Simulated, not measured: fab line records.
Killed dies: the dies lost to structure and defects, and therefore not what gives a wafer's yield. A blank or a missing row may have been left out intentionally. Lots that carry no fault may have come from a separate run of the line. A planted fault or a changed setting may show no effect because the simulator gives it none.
Which of the tools did it? :: flow n5_finfet :: 9 lots, 25 wafers sampled, at 3 steps of a route of 1938

== WHAT THE GAUGES SHOWED, per wafer ==
N5_SD_ACTIVATION_RS_MEAS_03: a four-point-probe measurement.
lot: L468
measured: day 3 23:38
on: film_metro-02
RS_SD_N (ohm/sq): 21.57 21.91 22.23

lot: L477
measured: day 6 07:48
on: film_metro-02
RS_SD_N (ohm/sq): 29.66

lot: L478
measured: day 6 18:40
on: film_metro-02
RS_SD_N (ohm/sq): 29.73 29.86 29.48

lot: L484
measured: day 7 23:05
on: film_metro-01
RS_SD_N (ohm/sq): 22.00 21.77 22.09

lot: L485
measured: day 8 03:22
on: film_metro-02
RS_SD_N (ohm/sq): 21.83 21.84 22.31

lot: L486
measured: day 8 11:28
on: film_metro-02
RS_SD_N (ohm/sq): 21.81 22.07 21.58

lot: L487
measured: day 8 16:58
on: film_metro-01
RS_SD_N (ohm/sq): 21.28 21.51 21.44

lot: L488
measured: day 8 21:46
on: film_metro-01
RS_SD_N (ohm/sq): 22.39 22.26 22.13

lot: L489
measured: day 9 07:19
on: film_metro-02
RS_SD_N (ohm/sq): 21.72 21.69 21.73

== EACH LOT AND THE TOOL THAT RAN IT (in order: tool; ch and the chambers of the sampled wafers; start) ==
lot: L468
N5_SD_EPI_P_ETCH_16: rie_diel-06 ch 1,2,3, day 3 19:55
N5_SD_ACTIVATION_LSA_01: laser_anneal-01 ch 0, day 3 23:26

lot: L477
N5_SD_EPI_P_ETCH_16: rie_diel-06 ch 1, day 6 04:14
N5_SD_ACTIVATION_LSA_01: laser_anneal-01, day 6 07:37

lot: L478
N5_SD_EPI_P_ETCH_16: rie_diel-02 ch 0,1,3, day 6 15:08
N5_SD_ACTIVATION_LSA_01: laser_anneal-02, day 6 18:28

lot: L484
N5_SD_EPI_P_ETCH_16: rie_diel-02 ch 0,1, day 7 18:52
N5_SD_ACTIVATION_LSA_01: laser_anneal-02 ch 0, day 7 22:55

lot: L485
N5_SD_EPI_P_ETCH_16: rie_diel-06 ch 0,2,3, day 7 23:47
N5_SD_ACTIVATION_LSA_01: laser_anneal-01 ch 0, day 8 03:10

lot: L486
N5_SD_EPI_P_ETCH_16: rie_diel-02 ch 0,1,2, day 8 07:05
N5_SD_ACTIVATION_LSA_01: laser_anneal-02 ch 0, day 8 11:16

lot: L487
N5_SD_EPI_P_ETCH_16: rie_diel-06 ch 1,2,3, day 8 12:23
N5_SD_ACTIVATION_LSA_01: laser_anneal-01 ch 0, day 8 16:46

lot: L488
N5_SD_EPI_P_ETCH_16: rie_diel-06 ch 0,2, day 8 18:05
N5_SD_ACTIVATION_LSA_01: laser_anneal-02 ch 0, day 8 21:34

lot: L489
N5_SD_EPI_P_ETCH_16: rie_diel-04 ch 0,1, day 9 03:40
N5_SD_ACTIVATION_LSA_01: laser_anneal-01 ch 0, day 9 07:08
- N5_SD_EPI_P_ETCH_16: etches SiO2 in CHF3/O2, target depth 5 nm.
- N5_SD_ACTIVATION_LSA_01: time 0.0008 s.

== THE ANSWER, worked out from the rows above alone ==
Rule: the usual values come from the lots themselves. Put in order of their means at a reading, lots are off if they are a third of the lots or fewer, leave a main group of 4 or more, and stand apart from it by a gap of 3 or more times the standard deviation of the main group's means; of several such gaps the widest counts. The tables above print the reading to a certain number of digits; a main group whose means all agree to those digits is not used. A lot without any number at a reading at which 4 lots or more have one is off too. The other lots that the step has rows for count as sound.
Off: L477, L478, at N5_SD_ACTIVATION_RS_MEAS_03 (RS_SD_N). Mean 21.86 ohm/sq and standard deviation 0.24 in the main group.
A tool fits if, at a process step before that reading, it ran every lot that is off, and no sound lot after the first of them. The gauges at N5_SD_ACTIVATION_RS_MEAS_03 are tried like those tools. No candidate that was tried fits.

== WHAT WAS PUT IN BY THE SIMULATOR ==
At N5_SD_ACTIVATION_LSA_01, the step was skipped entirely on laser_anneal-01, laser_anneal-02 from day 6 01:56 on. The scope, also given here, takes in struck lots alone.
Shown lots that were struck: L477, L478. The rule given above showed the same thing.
